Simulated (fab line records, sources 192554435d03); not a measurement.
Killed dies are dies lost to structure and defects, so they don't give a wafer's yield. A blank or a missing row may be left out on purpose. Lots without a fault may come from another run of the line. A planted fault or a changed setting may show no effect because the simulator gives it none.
Chamber matching | flow n5_finfet | N5_MOL_CONTACT_COAG_ETCH_66 on rie_diel-03: 4 sister chambers
The step etches SiARC in CF4, target depth 13 nm, time 21.7 s. 4 wafers are shown with their chamber, then 11 later ones without.

WAFERS WITH THEIR CHAMBER
wafer  | chamber | throttle_valve_pct (%)
L087.2 | 1       | 15.21
L087.5 | 2       | 15.27
L087.6 | 3       | 15.94
L090.1 | 0       | 15.91

WAFERS WITHOUT THEIR CHAMBER
wafer  | throttle_valve_pct (%)
L090.2 | 15.24
L090.3 | 15.28
L090.4 | 15.94
L090.5 | 15.93
L090.6 | 15.24
L092.1 | 15.25
L092.2 | 15.93
L092.3 | 15.30
L093.3 | 15.93
L093.4 | 15.96
L093.6 | 15.23

WHICH CHAMBER EACH WENT THROUGH
wafer  | from the rows above     | in truth
L090.2 | can't be placed: 1 or 2 | 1
L090.3 | 2                       | 2
L090.4 | can't be placed: 3 or 0 | 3
L090.5 | can't be placed: 3 or 0 | 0
L090.6 | can't be placed: 1 or 2 | 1
L092.1 | can't be placed: 2 or 1 | 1
L092.2 | can't be placed: 3 or 0 | 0
L092.3 | 2                       | 2
L093.3 | can't be placed: 3 or 0 | 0
L093.4 | can't be placed: 3 or 0 | 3
L093.6 | can't be placed: 1 or 2 | 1
Placed correctly: 2 of 11. Can't be placed from these rows: 9 (the true chamber is among the candidates in 9). Placed wrongly: 0.
How it was worked out, from the rows above alone: a wafer's distance from a chamber is the root of the sum, over the readings, of the square of ((its reading less the chamber's mean) divided by the reading's scatter). The wafer belongs to the nearest chamber; if the next one is less than 2 further off, it can't be placed. A chamber's mean is the mean of its shown wafers. The scatter: with one shown wafer a chamber, the root of the mean of the squares of how far each hidden wafer lies from its nearest shown one.
